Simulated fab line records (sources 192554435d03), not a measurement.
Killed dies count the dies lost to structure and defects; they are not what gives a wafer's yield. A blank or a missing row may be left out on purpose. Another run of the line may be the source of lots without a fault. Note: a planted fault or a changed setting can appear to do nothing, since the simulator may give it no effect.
A struck lot beside a sound one -- flow n5-finfet -- 16 out of 1938 route steps
Sound: the wafers L874.1, L874.2, L874.5. Struck: wafer L878.1. (L878.3 of the same lot was not struck and is left out.) The cause comes at the end.
Per side, at each step with rows, come the tool, then ch with its chambers, and then its first start. Under that, the readings that differ: sound wafers -- struck wafers -- difference of the means -- sigmas: that difference in standard deviations of wafers without a fault.
alike: words and numbers the same on both sides, and readings whose means are apart by under 2 such deviations; not compared: readings that were withheld, readings missing a value for some wafer, numbers with overlapping values and no deviation given by the record, and bounds like >300 which may hide the same value.
Wherever a step has rows on one side only, a row that says differs or no value, or a row with sigmas, the two part there. When numbers do not overlap yet have no deviation, they are printed without sigmas and do not part them. A reading that every wafer of one side lacks parts them only if that side has two wafers or more.

N5_FIN_CUT_PRECLEAN_35: cleans in vHF, time 13.3 s.
  sound on vapor-etch-01 ch 0,1, day 4 09:22; struck on vapor-etch-02 ch 1, day 5 11:01
reading,sound,struck,difference,sigmas
drypump-motor-current-A (A),5.89 6.04 5.95,5.48,-0.48,-3
N5_FIN_CUT_CUT_ETCH_15: etches Si in HBr/Cl2/O2, target depth 100 nm, bt time 10 s, time 42.4 s.
  sound on rie-si-02 ch 1,2,3, day 4 09:26; struck on rie-si-01 ch 1, day 5 11:06
reading,sound,struck,difference,sigmas
throttle-valve-pct (%),37.24 36.97 36.92,37.60,+0.56,+2
  alike: drypump-motor-current-A, oes-product-au
  not compared: rf-fwd-power-W, rf-hours-counter-h
N5_FIN_CUT_CUT_ETCH_28: etches Si in HBr/Cl2/O2, target depth 6 nm, time 2.4 s.
  sound on rie-si-02 ch 1,2,3, day 4 09:30; struck on rie-si-01 ch 1, day 5 11:09
reading,sound,struck,difference,sigmas
throttle-valve-pct (%),37.24 36.97 36.92,37.59,+0.55,+2
  alike: drypump-motor-current-A, oes-product-au
  not compared: rf-fwd-power-W, rf-hours-counter-h
N5_FIN_CUT_STRIP_22: strips in N2/H2.
  sound on rie-diel-05 ch 1,2, day 4 09:34; struck on rie-diel-01 ch 1, day 5 11:13
  alike: drypump-motor-current-A, oes-product-au, rf-vpp-V, showerhead-plenum-p-Torr, throttle-valve-pct
  not compared: rf-hours-counter-h
then, 3 steps without rows for these wafers: N5_FIN_CUT_PRECLEAN_36 (cleans in O3/DIW, time 60 s); N5_FIN_CUT_SRD_32 (time 30 s); N5_FIN_CUT_UV_OZONE_34 (time 120 s).
N5_FIN_CUT_INSPECT_17: inspects for defects (brightfield).
  struck on defect-inspect-02, day 5 11:23; sound on defect-inspect-01, day 4 09:44
  alike: raw-defect-count
then, 1 step without rows for these wafers: N5_STI_FIN_REVEAL_ALD_00 (deposits SiO2, target thk 1 nm, pulse time 1 s).
N5_STI_FIN_REVEAL_ALD_14: deposits Si3N4, target thk 3 nm.
  sound on ald-sin-03 ch 0,1,3, day 4 09:50; struck on ald-sin-01 ch 3, day 5 11:28
  alike: heater-power-w
  not compared: since-wet-clean-h
then, 2 steps without rows for these wafers: N5_STI_FIN_REVEAL_FCVD_FILL_01 (material SiO2 flowable, target thk 312 nm, time 512.2 s); N5_STI_FIN_REVEAL_DENSIFY_02 (time 1800 s).
N5_STI_FIN_REVEAL_CMP_04: polishes, stops on Si3N4, t overpolish 4 s, target thk 131.83 nm.
  sound on cmp-04 ch 0,1,2, day 4 14:56; struck on cmp-04 ch 2, day 5 16:31
reading,sound,struck,difference,sigmas
time-to-endpoint-s (s),99 96 107,52,-49,-8
  alike: motor-current-A, overpolish-run-s, slurry-filter-dp-kPa
N5_STI_FIN_REVEAL_THK_MEAS_05:
  struck on film-metro-02, day 5 16:49; sound on film-metro-02, day 4 15:10
reading,sound,struck,difference,sigmas
thk-nm (nm),130.5 130.6 132.4,127.7,-3.5,-2
-- a jump in the record: the struck wafers' starts before and after are 6 days apart (it breaks off in module STI_FIN_REVEAL and resumes in module BEOL_M4, where the first step shown is number 1111 of the route) --
N5_BEOL_M4_RC_MEAS_101:
  sound on prober-02 ch 0, day 10 05:58; struck on prober-02 ch 0, day 11 05:36
  alike: DIBL_N, DIBL_P, IOFF_N, IOFF_P, ION_N, ION_P, SS_N, SS_P, VT_N, VT_P
-- a jump in the record: the struck wafers' starts before and after are 4 days apart (it breaks off in module BEOL_M4 and resumes in module PASSIVATION, where the first step shown is number 1936 of the route) --
N5_PASSIVATION_PROBE_49:
  struck on prober-01, day 15 09:26; sound on prober-02, day 13 22:32
  alike: defect-limited-yield, killed_at_M0_to_M3, killed_at_M4_up, killed-at-contacts, killed-at-front-end, killed-at-other, killed-dies, killed-open, killed-short, sort_bin_5_function, sort_bin_6_memory, sort-n-pass, sort-yield-pct

== WHERE THEY PART ==
Last at N5_STI_FIN_REVEAL_THK_MEAS_05 as far as this record goes, first at N5_FIN_CUT_PRECLEAN_35. Later steps at which nothing parts them and some readings are alike: N5_BEOL_M4_RC_MEAS_101, N5_PASSIVATION_PROBE_49.

WHY: the cause the simulator had injected
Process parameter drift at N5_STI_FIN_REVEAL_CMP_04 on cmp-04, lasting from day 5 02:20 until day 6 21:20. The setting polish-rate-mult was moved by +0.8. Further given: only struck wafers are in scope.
